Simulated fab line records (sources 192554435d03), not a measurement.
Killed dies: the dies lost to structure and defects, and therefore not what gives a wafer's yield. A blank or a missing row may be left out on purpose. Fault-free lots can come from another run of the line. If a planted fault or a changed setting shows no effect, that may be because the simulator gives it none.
A lot that was struck, set against a sound lot | flow n5Finfet | 23 steps out of a route of 1938
Sound: the wafers L442.1, L442.5, L442.6. Wafers L455.3, L455.4, L455.5 were the ones struck. Last of all comes the cause.
Order at every step that has rows: each side's tool, ch and its chambers, its first start. Under that, the readings that differ: sound wafers | struck wafers | difference of the means | sigmas: that difference in standard deviations of wafers without a fault.
alike: words and numbers the same on both sides, and readings whose means are apart by under 2 such deviations; not compared: readings that were withheld, readings missing a value for some wafer, numbers with overlapping values and no deviation given by the record, and bounds like >300 which may hide the same value.
A row with sigmas, a row that says differs or no value, or rows on one side alone: a step with any of these is where the two part. Numbers that have no deviation but don't overlap get no sigmas and don't part them. A reading missing from all wafers of one side parts the sides only when that side holds two or more wafers.

first, 11 steps without rows for these wafers: N5_FIN_SAQP_MANDREL_ETCH_58 (etches a-Si in HBr/Cl2, stops on SiNx, target depth 45 nm, bt time 10 s, time 27 s); N5_FIN_SAQP_RECESS_63 (chemistry HF/NH3, target SiO2, target depth 18 nm, afs cycles 3, sublimation time 60 s); N5_FIN_SAQP_COAT_68 (time 60 s, resist thk 100 nm); N5_FIN_SAQP_ETCH_69 (etches SOC in N2/H2, stops on SiNx, target depth 150 nm); N5_FIN_SAQP_ETCH_67 (etches SiNx in CH3F/O2, target depth 30 nm); N5_FIN_SAQP_STRIP_70 (strips in N2/H2); N5_FIN_SAQP_RECESS_71 (chemistry HF/NH3, target SiO2, target depth 3 nm, afs cycles 1, sublimation time 60 s); N5_FIN_SAQP_SPACER2_ALD_28 (deposits SiO2, target thk 8.1 nm, pulse time 1 s, purge time 2 s); N5_FIN_SAQP_SPACER2_ETCHBACK_29 (etches SiO2 in CHF3/O2, target depth 12.2 nm, time 6.1 s); N5_FIN_SAQP_MANDREL2_REMOVE_60 (chemistry HBr/Cl2/O2, target a-Si, stops on SiNx, bt time 10 s); N5_FIN_SAQP_HM_OPEN_33 (chemistry CH3F/O2, target SiNx, target depth 49.4 nm, time 70.6 s).
N5_FIN_SAQP_ETCH_34: etches SiO2 in C4F6/O2, target depth 45 nm, time 15 s.
  sound on rieDiel-04 ch 1,2, day 2 14:50; struck on rieDiel-06 ch 0,3, day 5 20:39
  no value came back on the struck wafers for any of 9 readings (C4F6_flow_sccm (sccm), O2_flow_sccm (sccm) and others); on the sound wafers C4F6_flow_sccm (sccm) reads 9.979 9.993 10.005
reading                                     | sound          | struck       | difference | sigmas
model.SiNx_of_FIN_SAQP_HM_DEP_03.thkNm (nm) | 33.8 34.8 34.8 | 37.6 38.6 38 | +3.6       | 
  not compared: rfHoursCounterH
then, 1 step without rows for these wafers: N5_FIN_SAQP_STRIP_77 (strips in N2/H2, time 90 s).
N5_FIN_SAQP_HM_CD_35 targets a cd of 8 nm.
  struck on cdSem-01, day 5 20:48; sound on cdSem-02, day 2 14:58
reading   | sound          | struck | difference                    | sigmas
cdNm (nm) | 8.01 8.15 7.99 | - - -  | no value on the struck wafers | 
then, 2 steps without rows for these wafers: N5_FIN_SAQP_ETCH_64 (etches SiO2 in CF4, target depth 1.5 nm); N5_FIN_SAQP_FIN_ETCH_36 (etches the open film in HBr/Cl2/O2, target depth 120 nm, time 50.4 s).
N5_FIN_SAQP_CD_MEAS_37 targets a cd of 8 nm.
  struck on cdSem-03, day 5 20:59; sound on cdSem-03, day 2 15:10
reading   | sound          | struck | difference                    | sigmas
cdNm (nm) | 8.04 8.66 8.35 | - - -  | no value on the struck wafers | 
then, 1 step without rows for these wafers: N5_FIN_SAQP_PRECLEAN_38 (cleans in O3/DIW, time 45 s).
N5_FIN_SAQP_PRECLEAN_45: cleans in dHF, time 10 s.
  sound on wetBench-02 ch 3,5,7, day 2 15:13; struck on wetBench-01 ch 1,4,5, day 5 21:04
reading                                     | sound        | struck         | difference | sigmas
model.SiNx_of_FIN_SAQP_HM_DEP_03.thkNm (nm) | 21 21.4 21.2 | 23.8 25.8 24.4 | +3.5       | 
then, 1 step without rows for these wafers: N5_FIN_SAQP_SRD_39 (time 30 s).
N5_FIN_SAQP_OCD_MEAS_76:
  struck on ocd-01, day 5 21:07; sound on ocd-01, day 2 15:16
reading            | sound             | struck | difference | sigmas
trenchDepthNm (nm) | 117.1 121.3 120.7 | 0 0 0  | -120       | -54
N5_BEOL_M4_RC_MEAS_101:
  the record has rows for the sound wafers here (prober-01 ch 0, day 8 10:17) and none for the struck ones
-- record jumps: 10 days separate the struck wafers' starts on either side; left off in module BEOL_M4, taken up again in module PASSIVATION, whose first shown step is the route's number 1936 --
N5_PASSIVATION_PROBE_49:
  struck on prober-02, day 15 16:48; sound on prober-01, day 12 17:38
reading                 | sound          | struck         | difference | sigmas
defectLimitedYield (%)  | 94.7 90.5 94.6 | 0 0 0          | -93        | -62
killedAtFrontEnd        | 26 63 29       | 1127 1114 1119 | +1081      | +98
killedDies              | 63 112 64      | 1180 1180 1180 | +1100      | +65
killedOnRim             | 12 15 7        | 152 152 152    | +141       | +34
sort_bin_5_function (%) | 3.0 5.3 3.4    | 97.3 96.9 97.0 | +93.2      | +99 or more
sortNPass               | 1117 1068 1116 | 0 0 0          | -1100      | -65
sortYieldPct (%)        | 94.7 90.5 94.6 | 0 0 0          | -93        | -62
  alike: killed_at_M0_to_M3, killed_at_M4_up, killedAtContacts, killedAtOther, killedOpen, killedShort, sort_bin_6_memory

WHERE THEY PART
Earliest at N5_FIN_SAQP_ETCH_34; latest, in this record, at N5_PASSIVATION_PROBE_49.

WHY: what the simulator had put in
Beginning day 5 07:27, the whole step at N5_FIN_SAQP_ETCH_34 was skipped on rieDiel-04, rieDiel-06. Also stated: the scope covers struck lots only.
